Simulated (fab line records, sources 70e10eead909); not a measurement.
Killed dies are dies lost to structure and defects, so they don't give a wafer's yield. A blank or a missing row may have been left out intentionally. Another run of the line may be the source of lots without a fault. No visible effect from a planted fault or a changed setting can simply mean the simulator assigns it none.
fab line records + flow nandHarc
record
- lots=4
- wafers=12
- lastDay=30
route steps=1302 shown A_CHANNEL_HOLE_D2@585 END@1302
lots that met no fault: taken from a fault-free run of the same line
startH: the number of hours between the record's first day and the start of the first shown wafer of the lot + waitH: hours from the lot's prior step to this one + " same as the row above + L1.1+2: a single row standing in for several wafers + - no value, or no start given + * or withheld: withheld + < > ~ a bound
route shown NAME@n: a module of which the file shows steps, and the number in the route of the first + usual: average and standard deviation across the fault-free wafers + same: alike in all rows + chamber/n: place in a boat + sites: each site's reading + _std_site: how widely they spread, as a standard deviation + _edge_site: the outer-site mean with the inner-site mean subtracted + radiusMm: how far each site lies from the wafer's centre + mask NAME#n: copy n + behind: tool/chamber where the wafer was last shaped + hold: why the lot was held/for how many hours/how that ended + device: names the non-switching transistor (n, p or np) + end of line: at the end of the route, the tests of the same wafers + a step with no rows: only its recipe + killed: dies lost to structure and defects at the first sort, not the wafer's yield + map: a wafer's dies, x killed, . not, _ none there
set.NAME: the setting that was run; set.NAME@STEP: the one run at that earlier step + model.NAME: the simulator's own value behind a step, which no gauge read
lots at some steps of the route; a table a step, a row a wafer
services: from which hour (startH, from the record's first day; less than 0 if before it) a tool's chamber was out of use, for how many hours, and why
## steps
# step NHARC_A_CHANNEL_HOLE_D2_DESCUM_15
# recipe
- timeS=3
- o2FlowSccm=200
- arFlowSccm=0
- biasPowerW=0
- chemistry=O2
# step NHARC_A_CHANNEL_HOLE_D2_ETCH_38
# recipe
- targetDepthA=390
- overEtchFrac=0.3
- timeS=65
- ionEnergyEv=80
- cf4FlowSccm=150
- arFlowSccm=0
- rfW=300
- biasW=100
- chemistry=CF4
# step NHARC_A_CHANNEL_HOLE_D2_ETCH_39
# recipe
- targetDepthA=2600
- overEtchFrac=0.3
- timeS=325
- ionEnergyEv=200
- n2FlowSccm=150
- h2FlowSccm=150
- arFlowSccm=0
- rfW=400
- biasW=150
- chemistry=N2/H2
# step NHARC_A_CHANNEL_HOLE_D2_ETCH_34
# recipe
- targetDepthA=1540
- timeS=77
- cf4FlowSccm=100
- chf3FlowSccm=30
- arFlowSccm=0
- rfW=500
- biasW=200
- chemistry=CF4/CHF3
# step NHARC_A_CHANNEL_HOLE_D2_ETCH_16
# recipe
- targetDepthA=31000
- overEtchFrac=0.3
- timeS=806
- ionEnergyEv=150
- o2FlowSccm=400
- cosFlowSccm=20
- arFlowSccm=0
- rfW=500
- biasW=300
- chemistry=O2/COS
# step NHARC_A_CHANNEL_HOLE_D2_ETCH_19
# recipe
- biasV=1200
- sourceW=2500
- pressureMtorr=15
- timeS=34.5
- arFlowSccm=375
- c4f8FlowSccm=28.8
- o2FlowSccm=96.2
- tempC=-20
- targetDepthA=*
- chemistry=C4F8/O2/Ar
# step NHARC_A_CHANNEL_HOLE_D2_ETCH_20
# recipe
- biasV=3000
- sourceW=withheld
- pressureMtorr=20
- timeS=361.9
- arFlowSccm=375
- c4f8FlowSccm=89.3
- o2FlowSccm=35.7
- tempC=-20
- targetDepthA=16000
- chemistry=C4F8/O2/Ar
# step NHARC_A_CHANNEL_HOLE_D2_ETCH_21
# recipe
- biasV=3000
- sourceW=withheld
- pressureMtorr=20
- timeS=514.3
- arFlowSccm=375
- c4f8FlowSccm=89.3
- o2FlowSccm=35.7
- tempC=-20
- targetDepthA=16000
- chemistry=C4F8/O2/Ar
# step NHARC_A_CHANNEL_HOLE_D2_ETCH_22
# recipe
- biasV=3000
- sourceW=withheld
- pressureMtorr=20
- timeS=666.7
- arFlowSccm=375
- c4f8FlowSccm=89.3
- o2FlowSccm=35.7
- tempC=-20
- targetDepthA=16000
- chemistry=C4F8/O2/Ar
# step NHARC_A_CHANNEL_HOLE_D2_ETCH_23
# recipe
- biasV=5000
- sourceW=withheld
- pressureMtorr=20
- timeS=819
- arFlowSccm=375
- c4f8FlowSccm=89.3
- o2FlowSccm=35.7
- tempC=-20
- targetDepthA=16000
- chemistry=C4F8/O2/Ar
# usual
- c4f8FlowSccm=89.38/0.27
- chamberPressureMTorr=20.000/0.016
- drypumpMotorCurrentA=6.2/0.36
- oesAirLineAu=1.001/0.02
- showerheadPlenumPTorr=3.69/0.11
- throttleValvePct=32.156/0.0089
| lot.wafer | tool       | chamber | startH | waitH | c4f8FlowSccm | chamberPressureMTorr | drypumpMotorCurrentA | oesAirLineAu | showerheadPlenumPTorr | throttleValvePct |
|-----------|------------|---------|--------|-------|--------------|----------------------|----------------------|--------------|-----------------------|------------------|
| L473.4    | harEtch-02 | 1       | 399.98 | 0.5   | -            | -                    | -                    | -            | -                     | -                |
| L473.5    | "          | 0       | "      | "     | -            | -                    | -                    | -            | -                     | -                |
| L473.6    | "          | 1       | "      | "     | -            | -                    | -                    | -            | -                     | -                |
| L474.1    | harEtch-01 | 0       | 400.75 | 0.5   | -            | -                    | -                    | -            | -                     | -                |
| L474.2    | "          | 1       | "      | "     | -            | -                    | -                    | -            | -                     | -                |
| L474.4    | "          | 1       | "      | "     | -            | -                    | -                    | -            | -                     | -                |
| L478.3    | harEtch-01 | 1       | 434.05 | 0.5   | 89.72        | 20.009               | 6.0                  | 0.959        | 3.65                  | 32.167           |
| L478.6    | "          | 1       | "      | "     | 89.62        | 20.006               | 6.0                  | 0.977        | 3.65                  | 32.156           |
| L478.5    | "          | 0       | "      | "     | 89.79        | 20.016               | 6.2                  | 0.998        | 3.65                  | 32.149           |
| L479.3    | harEtch-01 | 0       | 453.22 | 0.5   | 89.07        | 19.994               | 6.2                  | 1.010        | 3.65                  | 32.147           |
| L479.6    | "          | 0       | "      | "     | 89.15        | 19.998               | 6.2                  | 1.019        | 3.65                  | 32.161           |
| L479.5    | "          | 1       | "      | "     | 89.00        | 20.023               | 6.0                  | 0.986        | 3.65                  | 32.155           |
# step NHARC_A_CHANNEL_HOLE_D2_ETCH_24
# recipe
- biasV=5000
- sourceW=withheld
- pressureMtorr=20
- timeS=906.2
- arFlowSccm=375
- c4f8FlowSccm=93.8
- o2FlowSccm=31.2
- tempC=-20
- targetDepthA=15000
- chemistry=C4F8/O2/Ar
# step NHARC_A_CHANNEL_HOLE_D2_ETCH_25
# recipe
- biasV=5000
- sourceW=withheld
- pressureMtorr=20
- timeS=1040.2
- arFlowSccm=375
- c4f8FlowSccm=93.8
- o2FlowSccm=31.2
- tempC=-20
- targetDepthA=15000
- chemistry=C4F8/O2/Ar
# step NHARC_A_CHANNEL_HOLE_D2_ETCH_26
# recipe
- biasV=300
- sourceW=2000
- pressureMtorr=30
- timeS=224.1
- arFlowSccm=375
- c4f8FlowSccm=11.4
- o2FlowSccm=113.6
- tempC=-20
- targetDepthA=3000
- chemistry=C4F8/O2/Ar
# step NHARC_A_CHANNEL_HOLE_D2_ETCH_27
# recipe
- biasV=400
- sourceW=2000
- pressureMtorr=25
- timeS=90
- arFlowSccm=375
- c4f8FlowSccm=41.7
- o2FlowSccm=83.3
- tempC=-20
- targetDepthA=4000
- chemistry=C4F8/O2/Ar
# step NHARC_A_CHANNEL_HOLE_D2_STRIP_41
# recipe
- n2FlowSccm=150
- h2FlowSccm=150
- arFlowSccm=0
- biasW=0
- chemistry=N2/H2
# step NHARC_A_CHANNEL_HOLE_D2_STRIP_42
# recipe
- cf4FlowSccm=100
- chf3FlowSccm=30
- arFlowSccm=0
- biasW=0
- chemistry=CF4/CHF3
# step NHARC_A_CHANNEL_HOLE_D2_STRIP_43
# recipe
- o2FlowSccm=400
- cosFlowSccm=20
- arFlowSccm=0
- biasW=0
- chemistry=O2/COS
# step NHARC_A_CHANNEL_HOLE_D2_ETCH_44
# recipe
- targetDepthA=1400
- overetchA=140
- timeS=77
- ionEnergyEv=100
- cf4FlowSccm=80
- o2FlowSccm=20
- arFlowSccm=0
- rfW=300
- biasW=100
- chemistry=CF4/O2
# usual
- biasW=100.00/0.27
- cf4FlowSccm=79.95/0.23
- drypumpMotorCurrentA=5.53/0.27
- oesProductAu=0.998/0.0096
- rfVppV=197.6/1.5
- showerheadPlenumPTorr=1.33/0.06
- throttleValvePct=13.396/0.0093
| lot.wafer | tool       | chamber | startH | waitH | biasW  | cf4FlowSccm | drypumpMotorCurrentA | oesProductAu | rfHoursCounterH | rfVppV | showerheadPlenumPTorr | throttleValvePct | model.A_CHANNEL_HOLE_D2.cdNm |
|-----------|------------|---------|--------|-------|--------|-------------|----------------------|--------------|-----------------|--------|-----------------------|------------------|------------------------------|
| L473.4    | rieDiel-01 | 1       | 402.91 | 0.1   | 100.32 | 79.76       | 5.63                 | 0.994        | 1.1             | 197.6  | 1.34                  | 13.379           | 97.65                        |
| L473.5    | "          | 0       | "      | "     | 99.83  | 79.89       | 5.76                 | 1.006        | -               | 199.7  | 1.42                  | 13.405           | 99.42                        |
| L473.6    | "          | 1       | "      | "     | 99.71  | 79.93       | 5.61                 | 0.998        | -               | 197.7  | 1.34                  | 13.404           | 98.2                         |
| L474.1    | rieDiel-12 | 3       | 404.07 | 0.1   | 99.70  | 79.86       | 5.22                 | 0.993        | 9.7             | 198.1  | 1.26                  | 13.398           | 100.8                        |
| L474.2    | "          | 0       | "      | "     | 99.62  | 80.22       | 5.30                 | 0.998        | 9.5             | 198.3  | 1.35                  | 13.390           | 98.79                        |
| L474.4    | "          | 0       | "      | "     | 100.07 | 80.22       | 5.31                 | 0.986        | -               | 198.5  | 1.35                  | 13.378           | 98.81                        |
| L478.3    | rieDiel-01 | 3       | 437.13 | 0.1   | 99.77  | 80.09       | 5.11                 | 1.007        | 2.3             | 197.0  | 1.24                  | 13.389           | 88.94                        |
| L478.5    | "          | 1       | "      | "     | 100.00 | 79.73       | 5.61                 | 1.005        | -               | 196.6  | 1.34                  | 13.393           | 90.63                        |
| L478.6    | "          | 2       | "      | "     | 100.21 | 80.05       | 5.71                 | 0.997        | -               | 197.6  | 1.32                  | 13.377           | 92.56                        |
| L479.3    | rieDiel-01 | 0       | 456.27 | 0.1   | 99.22  | 79.87       | 5.78                 | 1.004        | 3.3             | 200.5  | 1.42                  | 13.401           | 91.19                        |
| L479.5    | "          | 3       | "      | "     | 99.90  | 79.53       | 5.20                 | 1.012        | -               | 195.5  | 1.24                  | 13.383           | 88.3                         |
| L479.6    | "          | 0       | "      | "     | 99.70  | 79.76       | 5.75                 | 1.002        | -               | 200.2  | 1.42                  | 13.401           | 90.59                        |
# step NHARC_A_CHANNEL_HOLE_D2_STRIP_28
# recipe
- o2FlowSccm=500
- arFlowSccm=0
- biasW=0
- chemistry=O2
# step NHARC_A_CHANNEL_HOLE_D2_PRECLEAN_29
# recipe
- timeS=*
- tempC=50
- bathAgeMin=0
- chemistry=SC1
# step NHARC_A_CHANNEL_HOLE_D2_SRD_30
# step NHARC_A_CHANNEL_HOLE_D2_CD_MEAS_31
# usual
- cdNm=90.1/1.4
| lot.wafer | tool     | chamber | startH | waitH | cdNm |
|-----------|----------|---------|--------|-------|------|
| L473.4    | cdSem-03 | -       | 403.70 | -     | 0.7  |
| L473.5    | "        | -       | "      | "     | 2.2  |
| L473.6    | "        | -       | "      | "     | 2.0  |
| L474.1    | cdSem-03 | -       | 404.99 | -     | 0.0  |
| L474.2    | "        | -       | "      | "     | 0.7  |
| L474.4    | "        | -       | "      | "     | 0.8  |
| L478.3    | cdSem-01 | -       | 437.91 | -     | 89.6 |
| L478.5    | "        | -       | "      | "     | 90.8 |
| L478.6    | "        | -       | "      | "     | 92.2 |
| L479.3    | cdSem-02 | -       | 457.10 | 0.1   | 91.6 |
| L479.5    | "        | -       | "      | "     | 87.5 |
| L479.6    | "        | -       | "      | "     | 91.0 |
# step NHARC_A_CHANNEL_HOLE_D2_XSEM_32
# recipe
- landingEnergyEv=35000
# usual
- botCdNm=74.7/1.5
- bowNm=8.58/0.27
- tiltDeg=0.08/0.033
| lot.wafer | tool    | chamber | startH | waitH | botCdNm | bowNm | tiltDeg |
|-----------|---------|---------|--------|-------|---------|-------|---------|
| L473.4    | xsem-01 | 0       | 403.79 | 0.1   | 0.0     | 0.38  | 0.06    |
| L473.5    | "       | 0       | "      | "     | 1.0     | 0.38  | 0.06    |
| L473.6    | "       | 0       | "      | "     | 0.9     | 0.38  | 0.06    |
| L474.1    | xsem-02 | 0       | 405.08 | 0.1   | 0.6     | 0.53  | 0.07    |
| L474.2    | "       | 0       | "      | "     | 1.1     | 0.53  | 0.08    |
| L474.4    | "       | 0       | "      | "     | 1.1     | 0.53  | 0.07    |
| L478.3    | xsem-01 | 0       | 438.00 | 0.1   | 74.2    | 8.57  | 0.11    |
| L478.5    | "       | 0       | "      | "     | 75.4    | 8.65  | 0.11    |
| L478.6    | "       | 0       | "      | "     | 76.7    | 8.53  | 0.11    |
| L479.3    | xsem-02 | 0       | 457.20 | 0.1   | 76.8    | 8.61  | 0.10    |
| L479.5    | "       | 0       | "      | "     | 72.2    | 8.58  | 0.10    |
| L479.6    | "       | 0       | "      | "     | 76.2    | 8.61  | 0.10    |
# step NHARC_END_SORT_01
# recipe
- tempC=25
# usual
- killedAtArray=58/20
- killedAtOther=1.0/1.2
- killedAtPeriphery=4.1/3
- killedDies=63/20
- killedOpen=3.2/1.7
- killedShort=2.5/1.5
# same
- grossDies=677
| lot.wafer | tool      | chamber | startH | waitH | killedAtArray | killedAtOther | killedAtPeriphery | killedDies | killedOpen | killedShort |
|-----------|-----------|---------|--------|-------|---------------|---------------|-------------------|------------|------------|-------------|
| L473.4    | prober-01 | 0       | 661.24 | 3.4   | 672           | 0             | 5                 | 677        | 2          | 1           |
| L473.5    | prober-01 | 0       | 662.04 | 3.7   | 667           | 2             | 8                 | 677        | 6          | 2           |
| L473.6    | prober-01 | 0       | 662.85 | 4.0   | 667           | 3             | 7                 | 677        | 6          | 9           |
| L474.1    | prober-01 | 0       | 667.51 | 2.5   | 668           | 0             | 9                 | 677        | 3          | 2           |
| L474.2    | prober-01 | 0       | 668.31 | 2.8   | 670           | 2             | 5                 | 677        | 4          | 3           |
| L474.4    | prober-01 | 0       | 669.90 | 3.4   | 672           | 0             | 5                 | 677        | 5          | 4           |
| L478.3    | prober-02 | 0       | 702.33 | 3.1   | 67            | 0             | 10                | 77         | 1          | 3           |
| L478.5    | prober-02 | 0       | 703.97 | 3.8   | 67            | 0             | 11                | 78         | 3          | 4           |
| L478.6    | prober-02 | 0       | 704.79 | 4.1   | 59            | 0             | 5                 | 64         | 2          | 2           |
| L479.3    | prober-02 | 0       | 720.22 | 3.1   | 52            | 2             | 2                 | 56         | 2          | 6           |
| L479.5    | prober-02 | 0       | 721.82 | 3.7   | 49            | 2             | 2                 | 53         | 3          | 1           |
| L479.6    | prober-02 | 0       | 722.61 | 4.0   | 52            | 2             | 2                 | 56         | 3          | 2           |
# killed by level:class
L473.4 A_CHANNEL_HOLE_D2:areaEtch=622 A_SLIT:chamberFilmFlake=31 A_CHANNEL_HOLE_D2:chamberFilmFlake=5 A_CONTACT:chamberFilmFlake=5 P_GATE:chamberFilmFlake=4 A_CHANNEL_HOLE_D1:chamberFilmFlake=2 A_STAIRCASE:chamberFilmFlake=2 A_CHANNEL_FILL_D1:geometricParticle:open=1
L473.5 A_CHANNEL_HOLE_D2:areaEtch=612 A_SLIT:chamberFilmFlake=25 A_CHANNEL_HOLE_D2:chamberFilmFlake=9 P_ZERO_WELL:chamberFilmFlake=5 A_CHANNEL_HOLE_D1:chamberFilmFlake=5 A_CONTACT:chamberFilmFlake=4 P_GATE:geometricParticle:open=2 A_STAIRCASE:chamberFilmFlake=2
L473.6 A_CHANNEL_HOLE_D2:areaEtch=595 A_SLIT:chamberFilmFlake=40 A_CHANNEL_HOLE_D2:chamberFilmFlake=7 A_CONTACT:chamberFilmFlake=6 P_ZERO_WELL:chamberFilmFlake=4 A_CHANNEL_HOLE_D1:chamberFilmFlake=3 A_SOURCE_PLATE:geometricParticle:short=2 P_GATE:chamberFilmFlake=2
L474.1 A_CHANNEL_HOLE_D2:areaEtch=600 A_SLIT:chamberFilmFlake=31 A_CHANNEL_HOLE_D2:chamberFilmFlake=12 A_CHANNEL_HOLE_D1:chamberFilmFlake=8 A_CONTACT:chamberFilmFlake=8 P_STI:chamberFilmFlake=6 A_STAIRCASE:chamberFilmFlake=4 A_CHANNEL_HOLE_D2:geometricParticle:open=2
L474.2 A_CHANNEL_HOLE_D2:areaEtch=601 A_SLIT:chamberFilmFlake=35 A_CHANNEL_HOLE_D2:chamberFilmFlake=11 A_CONTACT:chamberFilmFlake=8 A_CHANNEL_HOLE_D1:chamberFilmFlake=6 A_ONON_D2:geometricParticle:open=2 P_ZERO_WELL:chamberFilmFlake=2 THIN_TSV:chamberFilmFlake=2
L474.4 A_CHANNEL_HOLE_D2:areaEtch=599 A_SLIT:chamberFilmFlake=33 A_CHANNEL_HOLE_D2:chamberFilmFlake=16 A_STAIRCASE:chamberFilmFlake=6 A_CHANNEL_HOLE_D1:chamberFilmFlake=4 P_STI:chamberFilmFlake=3 A_CONTACT:chamberFilmFlake=3 A_CHANNEL_FILL_D1:geometricParticle:short=2
L478.3 A_CHANNEL_HOLE_D1:chamberFilmFlake=25 A_CHANNEL_HOLE_D2:chamberFilmFlake=24 P_M2:chamberFilmFlake=7 A_CONTACT:chamberFilmFlake=6 A_CHANNEL_FILL_D1:chamberFilmFlake=4 A_SOURCE_PLATE:geometricParticle:short=1 A_DECK1_JOINT:geometricParticle:short=1 A_ONON_D2:geometricParticle:short=1
L478.5 A_CHANNEL_HOLE_D1:chamberFilmFlake=25 A_CHANNEL_HOLE_D2:chamberFilmFlake=25 P_M2:chamberFilmFlake=7 A_CONTACT:chamberFilmFlake=7 A_SLIT:chamberFilmFlake=3 A_CHANNEL_FILL_D2:chamberFilmFlake=2 P_STI:geometricParticle:short=1 P_M0:geometricParticle:short=1
L478.6 A_CHANNEL_HOLE_D2:chamberFilmFlake=23 A_CHANNEL_HOLE_D1:chamberFilmFlake=20 A_CONTACT:chamberFilmFlake=9 A_CHANNEL_FILL_D1:chamberFilmFlake=3 P_M2:chamberFilmFlake=2 P_M1:geometricParticle:short=1 A_DECK1_JOINT:geometricParticle:open=1 A_ONON_D2:geometricParticle:open=1
L479.3 A_CHANNEL_HOLE_D2:chamberFilmFlake=25 A_CONTACT:chamberFilmFlake=6 A_CHANNEL_HOLE_D1:chamberFilmFlake=4 A_CHANNEL_FILL_D2:geometricParticle:short=3 A_SLIT:chamberFilmFlake=3 A_DECK1_JOINT:chamberFilmFlake=2 A_STAIRCASE:chamberFilmFlake=2 THIN_TSV:chamberFilmFlake=2
L479.5 A_CHANNEL_HOLE_D2:chamberFilmFlake=21 A_CHANNEL_HOLE_D1:chamberFilmFlake=10 A_CONTACT:chamberFilmFlake=8 A_SLIT:chamberFilmFlake=4 THIN_TSV:chamberFilmFlake=2 A_ONON_D1:geometricParticle:short=1 A_CHANNEL_FILL_D2:geometricParticle:open=1 A_CONTACT:geometricParticle:open=1
L479.6 A_CHANNEL_HOLE_D2:chamberFilmFlake=26 A_CHANNEL_HOLE_D1:chamberFilmFlake=14 A_CONTACT:chamberFilmFlake=6 A_SLIT:chamberFilmFlake=2 THIN_TSV:chamberFilmFlake=2 P_GATE:geometricParticle:open=1 A_CHANNEL_FILL_D1:geometricParticle:open=1 A_CHANNEL_FILL_D2:geometricParticle:short=1
# map L473.4 (x killed, . not)
____________x____________
_________xxxxxxx_________
_______xxxxxxxxxxx_______
______xxxxxxxxxxxxx______
_____xxxxxxxxxxxxxxx_____
____xxxxxxxxxxxxxxxxx____
____xxxxxxxxxxxxxxxxx____
___xxxxxxxxxxxxxxxxxxx___
___xxxxxxxxxxxxxxxxxxx___
__xxxxxxxxxxxxxxxxxxxxx__
__xxxxxxxxxxxxxxxxxxxxx__
_xxxxxxxxxxxxxxxxxxxxxxx_
_xxxxxxxxxxxxxxxxxxxxxxx_
_xxxxxxxxxxxxxxxxxxxxxxx_
_xxxxxxxxxxxxxxxxxxxxxxx_
_xxxxxxxxxxxxxxxxxxxxxxx_
xxxxxxxxxxxxxxxxxxxxxxxxx
xxxxxxxxxxxxxxxxxxxxxxxxx
xxxxxxxxxxxxxxxxxxxxxxxxx
xxxxxxxxxxxxxxxxxxxxxxxxx
xxxxxxxxxxxxxxxxxxxxxxxxx
_xxxxxxxxxxxxxxxxxxxxxxx_
_xxxxxxxxxxxxxxxxxxxxxxx_
_xxxxxxxxxxxxxxxxxxxxxxx_
_xxxxxxxxxxxxxxxxxxxxxxx_
_xxxxxxxxxxxxxxxxxxxxxxx_
__xxxxxxxxxxxxxxxxxxxxx__
__xxxxxxxxxxxxxxxxxxxxx__
___xxxxxxxxxxxxxxxxxxx___
___xxxxxxxxxxxxxxxxxxx___
____xxxxxxxxxxxxxxxxx____
____xxxxxxxxxxxxxxxxx____
_____xxxxxxxxxxxxxxx_____
______xxxxxxxxxxxxx______
_______xxxxxxxxxxx_______
_________xxxxxxx_________
____________x____________
# map L474.1 (x killed, . not)
____________x____________
_________xxxxxxx_________
_______xxxxxxxxxxx_______
______xxxxxxxxxxxxx______
_____xxxxxxxxxxxxxxx_____
____xxxxxxxxxxxxxxxxx____
____xxxxxxxxxxxxxxxxx____
___xxxxxxxxxxxxxxxxxxx___
___xxxxxxxxxxxxxxxxxxx___
__xxxxxxxxxxxxxxxxxxxxx__
__xxxxxxxxxxxxxxxxxxxxx__
_xxxxxxxxxxxxxxxxxxxxxxx_
_xxxxxxxxxxxxxxxxxxxxxxx_
_xxxxxxxxxxxxxxxxxxxxxxx_
_xxxxxxxxxxxxxxxxxxxxxxx_
_xxxxxxxxxxxxxxxxxxxxxxx_
xxxxxxxxxxxxxxxxxxxxxxxxx
xxxxxxxxxxxxxxxxxxxxxxxxx
xxxxxxxxxxxxxxxxxxxxxxxxx
xxxxxxxxxxxxxxxxxxxxxxxxx
xxxxxxxxxxxxxxxxxxxxxxxxx
_xxxxxxxxxxxxxxxxxxxxxxx_
_xxxxxxxxxxxxxxxxxxxxxxx_
_xxxxxxxxxxxxxxxxxxxxxxx_
_xxxxxxxxxxxxxxxxxxxxxxx_
_xxxxxxxxxxxxxxxxxxxxxxx_
__xxxxxxxxxxxxxxxxxxxxx__
__xxxxxxxxxxxxxxxxxxxxx__
___xxxxxxxxxxxxxxxxxxx___
___xxxxxxxxxxxxxxxxxxx___
____xxxxxxxxxxxxxxxxx____
____xxxxxxxxxxxxxxxxx____
_____xxxxxxxxxxxxxxx_____
______xxxxxxxxxxxxx______
_______xxxxxxxxxxx_______
_________xxxxxxx_________
____________x____________
## services
| tool       | chamber | startH | hours | kind      |
|------------|---------|--------|-------|-----------|
| harEtch-02 | -       | 377.00 | 17.0  | pm        |
| harEtch-02 | 0       | 377.00 | 17.0  | ventCycle |
| rieDiel-01 | -       | 380.97 | 9.0   | pm        |
| rieDiel-01 | 0       | 380.97 | 9.0   | ventCycle |
| rieDiel-01 | 1       | 380.97 | 9.0   | ventCycle |
| rieDiel-01 | 2       | 380.97 | 9.0   | ventCycle |
| rieDiel-01 | 3       | 380.97 | 9.0   | ventCycle |
| rieDiel-01 | 0       | 389.97 | -     | clean     |
| rieDiel-01 | 1       | 389.97 | -     | clean     |
| rieDiel-01 | 2       | 389.97 | -     | clean     |
| rieDiel-01 | 3       | 389.97 | -     | clean     |
| rieDiel-12 | 2       | 402.69 | 11.3  | repair    |
| rieDiel-12 | -       | 406.24 | 0.5   | repair    |
| rieDiel-01 | 0       | 414.47 | -     | clean     |
| rieDiel-01 | 1       | 414.47 | -     | clean     |
| rieDiel-01 | 2       | 414.47 | -     | clean     |
| rieDiel-01 | 3       | 414.47 | -     | clean     |
| rieDiel-12 | 3       | 437.87 | 8.1   | repair    |
| rieDiel-01 | 0       | 438.97 | -     | clean     |
| rieDiel-01 | 1       | 438.97 | -     | clean     |
| rieDiel-01 | 2       | 438.97 | -     | clean     |
| rieDiel-01 | 3       | 438.97 | -     | clean     |
| rieDiel-12 | 1       | 442.35 | 3.6   | repair    |
| rieDiel-12 | -       | 445.42 | 9.0   | pm        |
## key
firstSign
- step=NHARC_A_CHANNEL_HOLE_D2_ETCH_23
- reading=toolRecord
- direction=missing
effect
- step=NHARC_A_CHANNEL_HOLE_D2_CD_MEAS_31
- reading=cdNm
- direction=down
- sigmas=64
- usual=90.1
- struck=1.1
effect
- step=NHARC_A_CHANNEL_HOLE_D2_XSEM_32
- reading=botCdNm
- direction=down
- sigmas=50
- usual=74.7
- struck=0.8
effect
- step=NHARC_END_SORT_01
- reading=killedDies
- direction=up
- sigmas=31
- usual=63
- struck=677
modelEffect
- step=NHARC_A_CHANNEL_HOLE_D2_ETCH_44
- value=A_CHANNEL_HOLE_D2.cdNm
- without=90.5
- struck=98.94
moreKillsBornAt
- NHARC_A_CHANNEL_HOLE_D2_ETCH_23@harEtch-02=1829
- NHARC_A_CHANNEL_HOLE_D2_ETCH_23@harEtch-01=1799
metAt NHARC_A_CHANNEL_HOLE_D2_ETCH_23
struckWafers L473.4,L473.5,L473.6,L474.1,L474.2,L474.4
laterRowsLeftOut L473.4,L473.5,L473.6,L474.1,L474.2,L474.4
testerLeftOut L473,L474
fault
- kind=skippedStepWhole
- tool=harEtch-01,harEtch-02
- chamber=-
- onsetH=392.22
- steps=NHARC_A_CHANNEL_HOLE_D2_ETCH_23
- scope=struckLotsOnly
# testerLeftOut: of these lots the tester's yield and bins aren't shown, on N5 and GAA mostly nor the transistor test; their killed dies are dies lost to structure and defects alone, not to doping, threshold or leakage, so they don't give the yield
# laterRowsLeftOut: the simulator's readings of these wafers behind a module that went badly wrong aren't trusted and aren't shown, but for the sort
